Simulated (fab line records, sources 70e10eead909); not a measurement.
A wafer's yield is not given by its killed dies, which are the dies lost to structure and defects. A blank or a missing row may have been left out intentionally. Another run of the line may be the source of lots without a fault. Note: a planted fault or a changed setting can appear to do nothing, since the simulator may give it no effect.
Struck lot and sound lot, side by side | flow nand harc | 16 out of 1302 route steps
Sound: wafers L285.1, L285.4, L285.6. Wafers struck: L291.1, L291.3, L291.5. The cause comes at the end.
Each step with rows lists, per side, the tool, then ch with its chambers, then its first start. Under that, the readings that differ: sound wafers | struck wafers | difference of the means | sigmas: that difference in standard deviations of wafers without a fault.
alike: readings whose means differ by less than 2 such deviations, and words and numbers that are the same on both sides. not compared: withheld readings, readings that some wafer has no value for, bounds like >300 that may hide the same value, and numbers for which the record gives no deviation and whose values overlap.
The two part at a step that has a row with sigmas, a row that says differs or no value, or rows on one side only. Non-overlapping numbers with no deviation appear without sigmas and do not part them. Lack of a reading on every wafer of one side parts them only where that side has two or more wafers.

NHARC_A_DECK1_JOINT_INSPECT_05:
  struck on defect inspect-01, day 18 11:19; sound on defect inspect-01, day 15 04:19
  alike: raw defect count
following that, 1 step holds no rows for these wafers, namely NHARC_A_ONON_D2_DEP_00 (target thickness 1000 nm).
NHARC_A_ONON_D2_THK_MEAS_02: measures by ellipsometry.
  struck on film metro-02, day 18 11:53; sound on film metro-01, day 15 04:55
  alike: thk nm
following that, 1 step holds no rows for these wafers, namely NHARC_A_ONON_D2_DEP_03 (target thickness 1000 nm).
NHARC_A_ONON_D2_THK_MEAS_05: measures by ellipsometry.
  struck on film metro-01, day 18 12:28; sound on film metro-01, day 15 05:29
  alike: thk nm
following that, 1 step holds no rows for these wafers, namely NHARC_A_ONON_D2_DEP_06 (target thickness 1000 nm).
NHARC_A_ONON_D2_THK_MEAS_08: measures by ellipsometry.
  struck on film metro-01, day 18 13:02; sound on film metro-01, day 15 06:04
  alike: thk nm
following that, 1 step holds no rows for these wafers, namely NHARC_A_ONON_D2_DEP_09 (target thickness 1000 nm).
NHARC_A_ONON_D2_THK_MEAS_11: measures by ellipsometry.
  struck on film metro-02, day 18 13:36; sound on film metro-02, day 15 06:38
  reading     | sound          | struck      | difference | sigmas
  thk nm (nm) | 1020 1019 1018 | 983 982 984 | -36        | -3
following that, 1 step holds no rows for these wafers, namely NHARC_A_ONON_D2_DEP_12 (target thickness 1000 nm).
NHARC_A_ONON_D2_THK_MEAS_14: measures by ellipsometry.
  struck on film metro-01, day 18 14:10; sound on film metro-01, day 15 07:12
  alike: thk nm
then, 1 step without rows for these wafers: NHARC_A_ONON_D2_ANNEAL_15 (time 3600 s).
NHARC_A_ONON_D2_DEP_16: target thk 1000 nm.
  sound on pecvd onon-01 ch 0, day 15 14:02; struck on pecvd onon-01 ch 0, day 18 21:22
NHARC_A_ONON_D2_THK_MEAS_18: measures by ellipsometry.
  struck on film metro-01, day 18 21:53; sound on film metro-01, day 15 14:33
  reading     | sound       | struck         | difference | sigmas
  thk nm (nm) | 997 997 995 | 1112 1109 1110 | +114       | +15
following that, 1 step holds no rows for these wafers, namely NHARC_A_ONON_D2_DEP_19 (target thickness 1000 nm).
-- record jumps: 12 days between struck wafers' starts before vs after; left off in module A_ONON_D2, resumes in module END, first step shown is number 1302 of the route --
NHARC_END_SORT_01:
  sound on prober-02 ch 0, day 27 12:43; struck on prober-01 ch 0, day 30 20:32
  reading         | sound    | struck      | difference | sigmas
  killed at array | 63 70 71 | 668 664 664 | +597       | +33
  killed at other | 0 0 0    | 3 3 4       | +3         | +3
  killed dies     | 70 70 73 | 677 677 677 | +606       | +32
  alike: killed at periphery, killed open, killed short

## WHERE THEY PART
At NHARC_A_ONON_D2_THK_MEAS_11 first; at NHARC_END_SORT_01 last (within this record only).

WHY: the cause the simulator had injected
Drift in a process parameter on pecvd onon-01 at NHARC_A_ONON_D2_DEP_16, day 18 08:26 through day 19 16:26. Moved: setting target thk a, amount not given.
